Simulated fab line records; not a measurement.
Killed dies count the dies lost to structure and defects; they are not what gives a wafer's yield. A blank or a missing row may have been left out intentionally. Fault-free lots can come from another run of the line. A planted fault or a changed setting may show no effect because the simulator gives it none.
A lot that was struck, set against a sound lot / flow nand harc / 14 steps out of a route of 1302
Sound: wafers L871.3, L871.4, L871.6. Struck: wafer L880.5 (L880.2, L880.4, from the same lot, were not struck and are left out); the cause is given at the end.
At each step with rows: each side's tool, then ch and its chambers, then its first start. Under that, the readings that differ: sound wafers / struck wafers / difference of the means / sigmas: that difference in standard deviations of wafers without a fault.
alike: readings whose means differ by less than 2 such deviations, and words and numbers that are the same on both sides. not compared: withheld readings, readings that some wafer has no value for, bounds like >300 that may hide the same value, and numbers for which the record gives no deviation and whose values overlap.
Wherever a step has rows on one side only, a row that says differs or no value, or a row with sigmas, the two part there. Non-overlapping numbers with no deviation appear without sigmas and do not part them. Lack of a reading on every wafer of one side parts them only where that side has two or more wafers.

NHARC_A_STAIRCASE_DESCUM_270: chemistry O2, time 3 s.
  sound on rie diel-13 ch 0,2, day 16 13:08; struck on rie diel-02 ch 2, day 20 15:36
  alike: drypump motor current A, oes product au, rf vpp V, showerhead plenum p Torr, throttle valve pct
  not compared: rf hours counter h
NHARC_A_STAIRCASE_ETCH_271: etches the open film in CF4/CHF3.
  sound on rie diel-13 ch 0,2,3, day 16 13:13; struck on rie diel-02 ch 1, day 20 15:41
  alike: bias w, drypump motor current A, oes product au, rf vpp V, showerhead plenum p Torr, throttle valve pct
  not compared: rf hours counter h
NHARC_A_STAIRCASE_HM_OPEN_457: chemistry O2/COS.
  sound on rie diel-13 ch 0,3; struck on rie diel-02 ch 1
  alike: bias w, drypump motor current A, oes product au, rf vpp V, showerhead plenum p Torr, throttle valve pct
  not compared: rf hours counter h
then, 2 steps without rows for these wafers: NHARC_A_STAIRCASE_STRIP_458 (strips in O2/COS); NHARC_A_STAIRCASE_ETCH_451 (etches the open film in CF4/O2, target depth 30 nm, overetch 3 nm, time 16.5 s).
NHARC_A_STAIRCASE_ETCH_273: etches the open film in C4F8/O2/Ar, target depth 10200 nm, time 2468.6 s.
  sound on rie diel-13 ch 0,1,2; struck on rie diel-02 ch 0
reading=rf vpp V (V); sound=1814 1811 1825; struck=1845; difference=+28; sigmas=+2
  alike: bias w, oes product au
  not compared: rf hours counter h
NHARC_A_STAIRCASE_STRIP_274: strips in O2.
  sound on rie diel-13 ch 0,2; struck on rie diel-02 ch 3
  alike: drypump motor current A, oes product au, rf vpp V, showerhead plenum p Torr, throttle valve pct
  not compared: rf hours counter h
then, 4 steps without rows for these wafers: NHARC_A_STAIRCASE_STRIP_275 (strips in SPM, time 900 s); NHARC_A_STAIRCASE_PRECLEAN_276 (cleans in SC1); NHARC_A_STAIRCASE_SRD_277; NHARC_A_STAIRCASE_HM_DEP_459 (deposits aC, target thk 1500 nm).
NHARC_A_STAIRCASE_DEP_280: deposits SiON, target thk 30 nm.
  sound on pecvd-01 ch 0,1, day 16 20:03; struck on pecvd-02 ch 0, day 20 20:39
reading=rf fwd power W (W); sound=348.9 348.7 347.8; struck=207.5; difference=-141.0; sigmas=-99 or more
reading=showerhead vpp V (V); sound=1149 1241 1155; struck=897; difference=-285; sigmas=-4
  alike: heater power outer w, heater power w
  not compared: since wet clean h
then, 1 step without rows for these wafers: NHARC_A_STAIRCASE_DEHYDRATE_281 (time 120 s).
NHARC_END_SORT_01:
  the record has rows for the sound wafers here (prober-01 ch 0, day 24 21:11) and none for the struck ones

WHERE THEY PART
At NHARC_A_STAIRCASE_ETCH_273 first; at NHARC_END_SORT_01 last (within this record only).

WHY: what had been put in by the simulator
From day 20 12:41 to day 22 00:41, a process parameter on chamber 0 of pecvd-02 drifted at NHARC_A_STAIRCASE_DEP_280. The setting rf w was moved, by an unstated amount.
